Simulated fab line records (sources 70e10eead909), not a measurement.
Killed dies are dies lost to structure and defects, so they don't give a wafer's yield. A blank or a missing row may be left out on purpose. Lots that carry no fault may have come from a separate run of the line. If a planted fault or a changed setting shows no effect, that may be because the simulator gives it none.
fab line records + flow nandHarc
[record]
- lots = 14
- wafers = 42
- lastDay = 24
route steps=1159 shown A_CONTACT@959 THIN_TSV@1116 END@1159
lots that met no fault: taken from a fault-free run of the same line
startH: hours from the record's opening day to when the first of the lot's shown wafers began + waitH: time in hours since the lot's previous step + " the same as in the row above + L1.1+2: a row that stands for several wafers + - no value, or no start was given + * or withheld: withheld + < > ~ a bound
route shown NAME@n: names a module that has steps shown in the file, with the first one's number in the route + usual: average and standard deviation across the fault-free wafers + same: alike in all rows + chamber/n: place in a boat + sites: per-site readings + _std_site: standard deviation of those values + _edge_site: mean of outer sites minus mean of inner sites + radiusMm: for every site, how far away it sits from the centre of the wafer + mask NAME#n: copy n + behind: the last tool/chamber to shape the wafer + hold: what put the lot on hold/how long, in hours/how the hold closed + device: the transistor (n, p or np) that didn't switch + end of line: at the end of the route, the tests of the same wafers + a step without rows: its recipe alone + killed: dies lost to structure and defects at the first sort, not the wafer's yield + map: per-die view of a wafer (x killed, . not killed, _ where there is no die)
set.NAME: the setting that was run; set.NAME@STEP: the one run at that earlier step + model.NAME: the simulator's own value behind a step, which no gauge read
a sample of lots followed through the steps of the route, with each step as a table and each wafer as a row
services: the hour from which a tool's chamber was out of use, counted from the record's first day as startH (under 0 if before that day), plus the number of hours and why
[[steps]]
[step NHARC_A_CONTACT_CVD_19]
[recipe]
- targetThkA = 3000
- tempC = 300
- pressureTorr = 40
- wf6FlowSccm = 40
- h2FlowSccm = 1600
- arFlowSccm = 1560
- timeS = 802
- material = W
[usual]
- heaterPowerW = 456/29
- throttleValvePct = 7.82/0.18
| lot.wafer | tool    | chamber | startH | waitH | heaterPowerW | throttleValvePct |
|-----------|---------|---------|--------|-------|--------------|------------------|
| L751.1    | cvdW-01 | 0       | 395.65 | -     | 449          | 7.55             |
| L751.3    | "       | 1       | "      | "     | 503          | 7.56             |
| L751.6    | "       | 1       | "      | "     | 500          | 7.53             |
| L754.1    | cvdW-02 | 0       | 400.89 | -     | 465          | 8.08             |
| L754.4    | "       | 0       | "      | "     | 452          | 7.90             |
| L754.5    | "       | 1       | "      | "     | 416          | 8.07             |
| L755.4    | cvdW-02 | 0       | 406.91 | -     | 468          | 8.11             |
| L755.6    | "       | 0       | "      | "     | 465          | 7.97             |
| L755.5    | "       | 1       | "      | "     | 427          | 7.92             |
| L752.2    | cvdW-02 | 0       | 410.39 | -     | 463          | 7.65             |
| L752.3    | "       | 1       | "      | "     | 421          | 8.05             |
| L752.4    | "       | 0       | "      | "     | 445          | 7.73             |
| L757.2    | cvdW-01 | 1       | 429.82 | -     | 511          | 7.56             |
| L757.6    | "       | 0       | "      | "     | 478          | 7.84             |
| L757.5    | "       | 1       | "      | "     | 492          | 7.53             |
| L760.1    | cvdW-01 | 0       | 440.15 | -     | 465          | 7.65             |
| L760.5    | "       | 0       | "      | "     | 442          | 7.87             |
| L760.6    | "       | 1       | "      | "     | 496          | 7.48             |
| L759.1    | cvdW-02 | 0       | 453.02 | -     | 469          | 8.11             |
| L759.3    | "       | 1       | "      | "     | 423          | 8.11             |
| L759.5    | "       | 1       | "      | "     | 430          | 8.02             |
| L763.1    | cvdW-01 | 0       | 460.02 | -     | 452          | 7.94             |
| L763.3    | "       | 1       | "      | "     | 494          | 7.73             |
| L763.5    | "       | 0       | "      | "     | 456          | 7.88             |
| L762.1    | cvdW-01 | 0       | 464.10 | -     | 466          | 7.76             |
| L762.5    | "       | 0       | "      | "     | 456          | 8.12             |
| L762.6    | "       | 1       | "      | "     | 500          | 7.86             |
| L764.1    | cvdW-02 | 0       | 476.54 | -     | 461          | 7.64             |
| L764.4    | "       | 0       | "      | "     | 467          | 7.61             |
| L764.5    | "       | 0       | "      | "     | 462          | 7.87             |
| L765.4    | cvdW-02 | 1       | 477.95 | -     | 425          | 7.86             |
| L765.3    | "       | 0       | "      | "     | 452          | 7.76             |
| L765.5    | "       | 1       | "      | "     | 425          | 7.94             |
| L767.1    | cvdW-01 | 0       | 490.91 | -     | 426          | 7.73             |
| L767.3    | "       | 0       | "      | "     | 424          | 7.87             |
| L767.6    | "       | 0       | "      | "     | 430          | 7.58             |
| L772.1    | cvdW-02 | 0       | 508.37 | -     | 458          | 7.99             |
| L772.2    | "       | 1       | "      | "     | 429          | 8.06             |
| L772.5    | "       | 1       | "      | "     | 427          | 7.83             |
| L771.4    | cvdW-02 | 1       | 511.12 | -     | 423          | 7.58             |
| L771.6    | "       | 0       | "      | "     | 448          | 7.53             |
| L771.5    | "       | 1       | "      | "     | 417          | 8.02             |
[step NHARC_THIN_TSV_CD_MEAS_12]
[recipe]
- targetCdNm = 1000
- landingEnergyEv = 500
[usual]
- cdNm = 999.3/2.2
| lot.wafer | tool     | chamber | startH | waitH | cdNm   |
|-----------|----------|---------|--------|-------|--------|
| L751.1    | cdSem-01 | 0       | 427.64 | -     | 998.2  |
| L751.3    | "        | 0       | "      | "     | 1000.2 |
| L751.6    | "        | 0       | "      | "     | 998.5  |
| L754.1    | cdSem-03 | 0       | 429.98 | -     | 1000.2 |
| L754.4    | "        | 0       | "      | "     | 1000.9 |
| L754.5    | "        | 0       | "      | "     | 999.0  |
| L755.4    | cdSem-01 | 0       | 440.09 | -     | 999.7  |
| L755.5    | "        | 0       | "      | "     | 993.8  |
| L755.6    | "        | 0       | "      | "     | 997.2  |
| L752.2    | cdSem-02 | 0       | 441.14 | -     | 1002.5 |
| L752.3    | "        | 0       | "      | "     | 1000.5 |
| L752.4    | "        | 0       | "      | "     | 1000.9 |
| L757.2    | cdSem-03 | 0       | 466.64 | -     | 995.2  |
| L757.5    | "        | 0       | "      | "     | 997.6  |
| L757.6    | "        | 0       | "      | "     | 1000.3 |
| L760.1    | cdSem-03 | 0       | 470.92 | -     | 996.0  |
| L760.5    | "        | 0       | "      | "     | 999.2  |
| L760.6    | "        | 0       | "      | "     | 1002.2 |
| L759.1    | cdSem-01 | 0       | 485.61 | -     | 1000.7 |
| L759.3    | "        | 0       | "      | "     | 1001.7 |
| L759.5    | "        | 0       | "      | "     | 998.2  |
| L763.1    | cdSem-03 | 0       | 490.95 | -     | 1002.1 |
| L763.3    | "        | 0       | "      | "     | 996.1  |
| L763.5    | "        | 0       | "      | "     | 995.8  |
| L762.1    | cdSem-03 | 0       | 493.37 | -     | 996.0  |
| L762.5    | "        | 0       | "      | "     | 1001.0 |
| L762.6    | "        | 0       | "      | "     | 997.8  |
| L765.3    | cdSem-02 | 0       | 520.66 | -     | 997.3  |
| L765.4    | "        | 0       | "      | "     | 998.1  |
| L765.5    | "        | 0       | "      | "     | 995.3  |
| L764.1    | cdSem-02 | 0       | 522.00 | -     | 999.0  |
| L764.4    | "        | 0       | "      | "     | 998.6  |
| L764.5    | "        | 0       | "      | "     | 1000.5 |
| L767.1    | cdSem-02 | 0       | 524.24 | -     | 999.0  |
| L767.3    | "        | 0       | "      | "     | 1003.3 |
| L767.6    | "        | 0       | "      | "     | 1001.6 |
| L771.4    | cdSem-02 | 0       | 545.46 | -     | 998.2  |
| L771.5    | "        | 0       | "      | "     | 1001.8 |
| L771.6    | "        | 0       | "      | "     | 999.0  |
| L772.1    | cdSem-02 | 0       | 546.65 | -     | 997.1  |
| L772.2    | "        | 0       | "      | "     | 1000.5 |
| L772.5    | "        | 0       | "      | "     | 999.0  |
[step NHARC_THIN_TSV_DESCUM_14]
[recipe]
- timeS = 3
- o2FlowSccm = 200
- arFlowSccm = 0
- biasPowerW = 0
- chemistry = O2
[usual]
- chamberPressureMTorr = 60.00/0.059
- drypumpMotorCurrentA = 5.8/0.32
- oesProductAu = 0.997/0.013
- rfVppV = 57.9/0.89
- showerheadPlenumPTorr = 1.93/0.071
- throttleValvePct = 11.311/0.0091
| lot.wafer | tool       | chamber | startH | waitH | chamberPressureMTorr | drypumpMotorCurrentA | oesProductAu | rfHoursCounterH | rfVppV | showerheadPlenumPTorr | throttleValvePct |
|-----------|------------|---------|--------|-------|----------------------|----------------------|--------------|-----------------|--------|-----------------------|------------------|
| L751.3    | rieDiel-06 | 3       | 427.80 | -     | 59.92                | 5.8                  | 1.008        | 0               | 57.4   | 1.87                  | 11.313           |
| L751.1    | "          | 2       | "      | "     | 59.94                | 5.5                  | 0.974        | 0               | 58.1   | 2.06                  | 11.307           |
| L751.6    | "          | 0       | "      | "     | 60.05                | 6.1                  | 1.012        | -               | 58.3   | 2.02                  | 11.305           |
| L754.1    | rieDiel-04 | 1       | 430.15 | -     | 60.12                | 5.7                  | 0.994        | 12              | 56.9   | 1.84                  | 11.307           |
| L754.4    | "          | 3       | "      | "     | 60.01                | 6.0                  | 1.002        | 9               | 56.4   | 1.98                  | 11.316           |
| L754.5    | "          | 1       | "      | "     | 59.93                | 5.7                  | 0.995        | -               | 57.1   | 1.84                  | 11.319           |
| L755.4    | rieDiel-03 | 0       | 440.24 | -     | 60.03                | 5.9                  | 0.999        | 5               | 57.7   | 1.98                  | 11.298           |
| L755.5    | "          | 0       | "      | "     | 59.94                | 5.8                  | 1.012        | -               | 58.0   | 1.98                  | 11.320           |
| L755.6    | "          | 1       | "      | "     | 59.96                | 4.9                  | 1.003        | -               | 57.4   | 1.89                  | 11.315           |
| L752.4    | rieDiel-03 | 0       | 441.31 | -     | 60.03                | 5.9                  | 1.007        | 5               | 57.5   | 1.98                  | 11.311           |
| L752.3    | "          | 2       | "      | "     | 60.07                | 5.6                  | 0.970        | 5               | 58.1   | 1.96                  | 11.300           |
| L752.2    | "          | 3       | "      | "     | 59.98                | 5.6                  | 1.011        | 5               | 57.4   | 1.88                  | 11.303           |
| L757.2    | rieDiel-03 | 2       | 466.81 | -     | 59.95                | 5.6                  | 0.990        | 9               | 58.7   | 1.96                  | 11.312           |
| L757.5    | "          | 1       | "      | "     | 60.00                | 5.0                  | 1.010        | -               | 56.6   | 1.89                  | 11.312           |
| L757.6    | "          | 2       | "      | "     | 60.09                | 5.6                  | 0.981        | -               | 58.8   | 1.96                  | 11.304           |
| L760.1    | rieDiel-03 | 1       | 471.08 | -     | 59.91                | 4.9                  | 1.020        | 9               | 57.0   | 1.89                  | 11.304           |
| L760.5    | "          | 1       | "      | "     | 60.04                | 4.9                  | 1.010        | -               | 56.9   | 1.89                  | 11.293           |
| L760.6    | "          | 2       | "      | "     | 59.87                | 5.6                  | 0.975        | -               | 58.1   | 1.96                  | 11.306           |
| L759.1    | rieDiel-04 | 3       | 485.77 | -     | 60.00                | 6.0                  | 0.992        | 1               | 57.6   | 1.98                  | 11.321           |
| L759.3    | "          | 0       | "      | "     | 59.98                | 5.8                  | 0.982        | 1               | 58.4   | 1.98                  | 11.327           |
| L759.5    | "          | 3       | "      | "     | 60.04                | 6.0                  | 1.001        | -               | 57.7   | 1.97                  | 11.320           |
| L763.1    | rieDiel-06 | 0       | 491.12 | -     | 59.92                | 6.1                  | 1.015        | 5               | 58.8   | 2.01                  | 11.313           |
| L763.3    | "          | 2       | "      | "     | 60.00                | 5.5                  | 0.997        | 4               | 59.5   | 2.06                  | 11.301           |
| L763.5    | "          | 0       | "      | "     | 60.09                | 6.1                  | 1.003        | -               | 57.4   | 2.01                  | 11.317           |
| L762.1    | rieDiel-06 | 1       | 493.55 | -     | 60.02                | 6.1                  | 0.977        | 6               | 57.5   | 1.83                  | 11.321           |
| L762.5    | "          | 3       | "      | "     | 59.95                | 5.8                  | 1.009        | -               | 58.5   | 1.87                  | 11.318           |
| L762.6    | "          | 0       | "      | "     | 60.02                | 6.1                  | 1.013        | -               | 58.5   | 2.01                  | 11.311           |
| L765.3    | rieDiel-04 | 1       | 520.83 | -     | 60.02                | 5.7                  | 0.995        | 2               | 57.4   | 1.84                  | 11.314           |
| L765.4    | "          | 2       | "      | "     | 59.92                | 6.0                  | 0.994        | 3               | 58.3   | 1.86                  | 11.311           |
| L765.5    | "          | 3       | "      | "     | 59.97                | 6.0                  | 0.992        | -               | 58.7   | 1.97                  | 11.318           |
| L764.4    | rieDiel-03 | 1       | 522.16 | -     | 60.10                | 4.9                  | 1.013        | 15              | 59.8   | 1.89                  | 11.299           |
| L764.1    | "          | 2       | "      | "     | 59.94                | 5.6                  | 0.963        | 15              | 58.0   | 1.96                  | 11.311           |
| L764.5    | "          | 1       | "      | "     | 60.10                | 4.9                  | 1.012        | -               | 57.7   | 1.89                  | 11.319           |
| L767.3    | rieDiel-04 | 0       | 524.39 | -     | 60.03                | 5.7                  | 0.988        | 4               | 58.6   | 1.98                  | 11.291           |
| L767.1    | "          | 3       | "      | "     | 60.00                | 6.0                  | 1.005        | 4               | 57.6   | 1.97                  | 11.299           |
| L767.6    | "          | 1       | "      | "     | 59.90                | 5.7                  | 0.988        | -               | 56.3   | 1.84                  | 11.295           |
| L771.4    | rieDiel-04 | 0       | 545.62 | -     | 59.93                | 5.8                  | 0.990        | 5               | 57.1   | 1.98                  | 11.324           |
| L771.6    | "          | 3       | "      | "     | 60.05                | 6.0                  | 0.993        | -               | 58.5   | 1.97                  | 11.317           |
| L771.5    | "          | 0       | "      | "     | 59.96                | 5.7                  | 0.976        | -               | 58.5   | 1.98                  | 11.304           |
| L772.1    | rieDiel-03 | 1       | 546.82 | -     | 60.01                | 4.9                  | 1.008        | 17              | 58.4   | 1.89                  | 11.325           |
| L772.2    | "          | 3       | "      | "     | 60.00                | 5.6                  | 1.014        | 17              | 58.0   | 1.88                  | 11.311           |
| L772.5    | "          | 0       | "      | "     | 60.06                | 5.9                  | 1.004        | -               | 57.4   | 1.97                  | 11.308           |
[step NHARC_END_SORT_01]
[recipe]
- tempC = 25
[usual]
- killedAtArray = 29/10
- killedAtOther = 0.7/1
- killedAtPeriphery = 3.7/2.6
- killedDies = 33/10
- killedOpen = 3.4/1.8
- killedShort = 1.8/1.3
[same]
- grossDies = 677
| lot.wafer | tool      | chamber | startH | waitH | killedAtArray | killedAtOther | killedAtPeriphery | killedDies | killedOpen | killedShort |
|-----------|-----------|---------|--------|-------|---------------|---------------|-------------------|------------|------------|-------------|
| L755.4    | prober-01 | 0       | 465.94 | 3.4   | 17            | 0             | 1                 | 18         | 1          | 1           |
| L755.5    | prober-01 | 0       | 466.75 | 3.7   | 27            | 2             | 1                 | 30         | 2          | 1           |
| L755.6    | prober-01 | 0       | 467.56 | 4.0   | 21            | 3             | 5                 | 29         | 5          | 5           |
| L760.1    | prober-01 | 0       | 483.91 | 2.5   | 21            | 0             | 3                 | 24         | 2          | 0           |
| L760.5    | prober-01 | 0       | 487.09 | 3.7   | 27            | 0             | 1                 | 28         | 1          | 1           |
| L760.6    | prober-01 | 0       | 487.89 | 4.0   | 30            | 0             | 0                 | 30         | 3          | 1           |
| L757.2    | prober-02 | 0       | 484.72 | 2.8   | 17            | 0             | 5                 | 22         | 4          | 0           |
| L757.5    | prober-02 | 0       | 487.15 | 3.7   | 20            | 0             | 6                 | 26         | 3          | 1           |
| L757.6    | prober-02 | 0       | 487.95 | 4.0   | 26            | 0             | 7                 | 33         | 4          | 2           |
| L762.1    | prober-01 | 0       | 514.38 | 2.5   | 41            | 0             | 2                 | 43         | 4          | 3           |
| L762.5    | prober-01 | 0       | 517.61 | 3.7   | 41            | 1             | 3                 | 45         | 3          | 0           |
| L762.6    | prober-01 | 0       | 518.41 | 4.0   | 32            | 0             | 7                 | 39         | 3          | 1           |
| L765.3    | prober-01 | 0       | 545.30 | 3.1   | 46            | 4             | 2                 | 52         | 7          | 0           |
| L765.4    | prober-01 | 0       | 546.11 | 3.4   | 37            | 0             | 1                 | 38         | 3          | 0           |
| L765.5    | prober-01 | 0       | 546.91 | 3.7   | 44            | 1             | 1                 | 46         | 3          | 1           |
| L771.4    | prober-01 | 0       | 563.92 | 3.4   | 103           | 3             | 3                 | 109        | 6          | 0           |
| L771.5    | prober-01 | 0       | 564.72 | 3.7   | 101           | 1             | 3                 | 105        | 2          | 5           |
| L771.6    | prober-01 | 0       | 565.51 | 4.0   | 101           | 1             | 5                 | 107        | 3          | 0           |
| L772.1    | prober-02 | 0       | 567.08 | 2.5   | 112           | 0             | 2                 | 114        | 3          | 1           |
| L772.2    | prober-02 | 0       | 567.89 | 2.8   | 96            | 1             | 7                 | 104        | 3          | 4           |
| L772.5    | prober-02 | 0       | 570.31 | 3.7   | 105           | 2             | 3                 | 110        | 4          | 1           |
// killed by level:class
L755.4 A_SLIT:chamberFilmFlake=6 A_CONTACT:chamberFilmFlake=3 A_STAIRCASE:chamberFilmFlake=2 A_WL_FILL:chamberFilmFlake=2 A_ONON_D1:geometricParticle:open=1 A_SGD_CUT:geometricParticle:short=1 P_ZERO_WELL:chamberFilmFlake=1 A_ZERO_WELL:chamberFilmFlake=1
L755.5 A_SLIT:chamberFilmFlake=13 A_CONTACT:chamberFilmFlake=6 A_STAIRCASE:chamberFilmFlake=4 A_CHANNEL_HOLE_D1:chamberFilmFlake=2 A_SOURCE_PLATE:geometricParticle:open=1 A_CONTACT:geometricParticle:open=1 STARTING-WAFER:geometricParticle:short=1 P_ZERO_WELL:chamberFilmFlake=1
L755.6 A_SLIT:chamberFilmFlake=5 A_CONTACT:chamberFilmFlake=4 A_CHANNEL_HOLE_D1:chamberFilmFlake=3 A_STAIRCASE:chamberFilmFlake=3 A_CONTACT:geometricParticle:open=2 P_GATE:geometricParticle:open=1 P_CONTACT:geometricParticle:short=1 P_M0:geometricParticle:short=1
L760.1 A_SLIT:chamberFilmFlake=9 A_CONTACT:chamberFilmFlake=4 A_CHANNEL_HOLE_D1:chamberFilmFlake=3 A_STAIRCASE:chamberFilmFlake=2 P_M0:geometricParticle:open=1 A_CHANNEL_FILL_D1:geometricParticle:open=1 P_ZERO_WELL:chamberFilmFlake=1 P_GATE:chamberFilmFlake=1
L757.2 A_CHANNEL_HOLE_D1:chamberFilmFlake=10 A_STAIRCASE:chamberFilmFlake=3 P_STI:chamberFilmFlake=2 P_BONDPAD:chamberFilmFlake=2 A_SOURCE_PLATE:geometricParticle:open=1 A_WL_FILL:geometricParticle:open=1 A_CONTACT:geometricParticle:open=1 A_M0:geometricParticle:open=1
L760.5 A_CHANNEL_HOLE_D1:chamberFilmFlake=8 A_SLIT:chamberFilmFlake=8 A_STAIRCASE:chamberFilmFlake=6 A_CONTACT:chamberFilmFlake=3 A_CHANNEL_FILL_D1:geometricParticle:open=1 A_CONTACT:geometricParticle:short=1 P_STI:chamberFilmFlake=1
L757.5 A_CHANNEL_HOLE_D1:chamberFilmFlake=10 P_BONDPAD:chamberFilmFlake=4 A_STAIRCASE:chamberFilmFlake=3 A_M1:chamberFilmFlake=2 A_ONON_D1:geometricParticle:open=1 A_CHANNEL_FILL_D1:geometricParticle:short=1 A_CHANNEL_FILL_D1:geometricParticle:open=1 A_SGD_CUT:geometricParticle:open=1
L760.6 A_SLIT:chamberFilmFlake=13 A_CHANNEL_HOLE_D1:chamberFilmFlake=7 A_CONTACT:chamberFilmFlake=3 A_CONTACT:geometricParticle:open=2 A_STAIRCASE:chamberFilmFlake=2 A_CHANNEL_FILL_D1:geometricParticle:open=1 A_CHANNEL_FILL_D1:geometricParticle:short=1 A_ZERO_WELL:chamberFilmFlake=1
L757.6 A_CHANNEL_HOLE_D1:chamberFilmFlake=16 P_BONDPAD:chamberFilmFlake=7 A_CONTACT:chamberFilmFlake=3 A_WL_FILL:geometricParticle:open=2 A_CHANNEL_FILL_D1:geometricParticle:open=1 A_CONTACT:geometricParticle:short=1 A_CONTACT:geometricParticle:open=1 A_M0:geometricParticle:short=1
L762.1 A_CHANNEL_HOLE_D1:chamberFilmFlake=25 A_STAIRCASE:chamberFilmFlake=6 A_CONTACT:chamberFilmFlake=3 A_ONON_D1:geometricParticle:short=2 A_M0:geometricParticle:open=2 P_CONTACT:geometricParticle:open=1 A_CHANNEL_HOLE_D1:geometricParticle:short=1 A_BLC:geometricParticle:open=1
L762.5 A_CHANNEL_HOLE_D1:chamberFilmFlake=18 A_STAIRCASE:chamberFilmFlake=11 A_CONTACT:chamberFilmFlake=7 A_BLC:chamberFilmFlake=2 P_M0:geometricParticle:open=1 A_M0:geometricParticle:open=1 THIN_TSV:geometricParticle:open=1 P_ZERO_WELL:chamberFilmFlake=1
L762.6 A_STAIRCASE:chamberFilmFlake=11 A_CHANNEL_HOLE_D1:chamberFilmFlake=9 A_CONTACT:chamberFilmFlake=5 P_ZERO_WELL:chamberFilmFlake=4 P_GATE:chamberFilmFlake=2 A_CHANNEL_FILL_D1:geometricParticle:open=1 A_SLIT:geometricParticle:open=1 A_M0:geometricParticle:open=1
L765.3 A_CHANNEL_HOLE_D1:chamberFilmFlake=20 A_SLIT:chamberFilmFlake=15 A_STAIRCASE:chamberFilmFlake=6 THIN_TSV:chamberFilmFlake=3 P_M2:geometricParticle:open=1 A_CHANNEL_FILL_D1:geometricParticle:open=1 A_SGD_CUT:geometricParticle:open=1 A_CONTACT:geometricParticle:open=1
L765.4 A_CHANNEL_HOLE_D1:chamberFilmFlake=14 A_STAIRCASE:chamberFilmFlake=11 A_SLIT:chamberFilmFlake=9 A_CONTACT:geometricParticle:open=2 P_M2:geometricParticle:open=1 A_CONTACT:chamberFilmFlake=1
L765.5 A_STAIRCASE:chamberFilmFlake=12 A_SLIT:chamberFilmFlake=12 A_CHANNEL_HOLE_D1:chamberFilmFlake=10 A_CONTACT:chamberFilmFlake=4 A_WL_FILL:chamberFilmFlake=3 P_CONTACT:geometricParticle:short=1 A_SOURCE_PLATE:geometricParticle:open=1 A_WL_FILL:geometricParticle:open=1
L771.4 A_CONTACT:unspecified=75 A_CHANNEL_HOLE_D1:chamberFilmFlake=18 A_CONTACT:geometricParticle:open=3 A_CONTACT:chamberFilmFlake=3 THIN_TSV:chamberFilmFlake=3 P_CONTACT:geometricParticle:open=1 A_CHANNEL_HOLE_D1:geometricParticle:open=1 A_SGD_CUT:geometricParticle:open=1
L771.5 A_CONTACT:unspecified=75 A_CHANNEL_HOLE_D1:chamberFilmFlake=19 A_CONTACT:chamberFilmFlake=2 P_M0:geometricParticle:open=1 A_CHANNEL_FILL_D1:geometricParticle:short=1 A_SGD_CUT:geometricParticle:short=1 A_CONTACT:geometricParticle:short=1 A_M0:geometricParticle:short=1
L771.6 A_CONTACT:unspecified=78 A_CHANNEL_HOLE_D1:chamberFilmFlake=16 A_CONTACT:chamberFilmFlake=4 P_ZERO_WELL:chamberFilmFlake=2 P_M0:geometricParticle:open=1 A_ONON_D1:geometricParticle:open=1 A_CHANNEL_FILL_D1:geometricParticle:open=1 P_GATE:chamberFilmFlake=1
L772.1 A_CONTACT:unspecified=86 A_SLIT:chamberFilmFlake=16 A_CHANNEL_HOLE_D1:chamberFilmFlake=3 A_WL_FILL:chamberFilmFlake=3 P_GATE:geometricParticle:open=2 A_CHANNEL_HOLE_D1:geometricParticle:open=1 A_WL_FILL:geometricParticle:short=1 A_SGD_CUT:chamberFilmFlake=1
L772.2 A_CONTACT:unspecified=71 A_SLIT:chamberFilmFlake=15 A_CHANNEL_HOLE_D1:chamberFilmFlake=5 P_GATE:geometricParticle:short=2 P_CONTACT:geometricParticle:open=2 P_CONTACT:geometricParticle:short=1 A_CHANNEL_HOLE_D1:geometricParticle:open=1 A_SGD_CUT:geometricParticle:short=1
L772.5 A_CONTACT:unspecified=74 A_SLIT:chamberFilmFlake=21 A_CHANNEL_HOLE_D1:chamberFilmFlake=5 P_CONTACT:geometricParticle:open=2 A_CONTACT:geometricParticle:open=2 P_M0:chamberFilmFlake=1 STARTING-WAFER:geometricParticle:short=1 A_STAIRCASE:chamberFilmFlake=1
[[services]]
| tool       | chamber | startH | hours | kind      |
|------------|---------|--------|-------|-----------|
| cvdW-02    | -       | 377.78 | 13.0  | pm        |
| cvdW-02    | 0       | 377.78 | 13.0  | ventCycle |
| cvdW-02    | 1       | 377.78 | 13.0  | ventCycle |
| rieDiel-04 | 2       | 384.16 | 13.6  | repair    |
| rieDiel-03 | 0       | 387.72 | 3.5   | repair    |
| cvdW-02    | 0       | 390.78 | -     | clean     |
| cvdW-02    | 1       | 390.78 | -     | clean     |
| rieDiel-03 | -       | 392.44 | 9.0   | pm        |
| rieDiel-03 | 0       | 392.44 | 9.0   | ventCycle |
| rieDiel-03 | 1       | 392.44 | 9.0   | ventCycle |
| rieDiel-03 | 2       | 392.44 | 9.0   | ventCycle |
| rieDiel-03 | 3       | 392.44 | 9.0   | ventCycle |
| rieDiel-03 | 0       | 401.44 | -     | clean     |
| rieDiel-03 | 1       | 401.44 | -     | clean     |
| rieDiel-03 | 2       | 401.44 | -     | clean     |
| rieDiel-03 | 3       | 401.44 | -     | clean     |
| rieDiel-04 | 2       | 407.51 | 9.3   | repair    |
| rieDiel-06 | -       | 418.39 | 9.0   | pm        |
| rieDiel-04 | 3       | 443.74 | 6.8   | repair    |
| cvdW-01    | -       | 477.91 | 13.0  | pm        |
| rieDiel-06 | 2       | 505.68 | 22.6  | repair    |
| rieDiel-04 | 1       | 528.31 | 2.9   | repair    |
| rieDiel-04 | 3       | 530.29 | 13.1  | repair    |
| rieDiel-06 | 2       | 543.80 | 7.0   | repair    |
[[key]]
[firstSign]
- step = NHARC_END_SORT_01
- reading = killedAtArray
- direction = up
- sigmas = 7.4
- usual = 29
- struck = 103
[effect]
- step = NHARC_END_SORT_01
- reading = killedDies
- direction = up
- sigmas = 7.4
- usual = 33
- struck = 108
[moreKillsBornAt]
- NHARC_A_CONTACT_CVD_19@cvdW-02 = 459
metAt NHARC_A_CONTACT_CVD_19
struckLots L771,L772
testerLeftOut L771,L772
notActingAt NHARC_THIN_TSV_CD_MEAS_12,NHARC_THIN_TSV_DESCUM_14
onsetBetween 477.95 508.37
alsoFits time
[earlierFault]
- kind = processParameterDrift
- tool = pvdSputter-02
- chamber = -
- onsetH = 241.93
- steps = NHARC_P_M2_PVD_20
- channel = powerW
- offset = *
- shape = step
- actsIn = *
- stated = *
[fault]
- kind = chamberParticleSource
- tool = cvdW-02
- chamber = -
- onsetH = 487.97
- steps = NHARC_A_CONTACT_CVD_19
- ratePerVisitCm2 = 0.63763
// testerLeftOut: of these lots the tester's yield and bins aren't shown, on N5 and GAA mostly nor the transistor test; their killed dies are dies lost to structure and defects alone, not to doping, threshold or leakage, so they don't give the yield
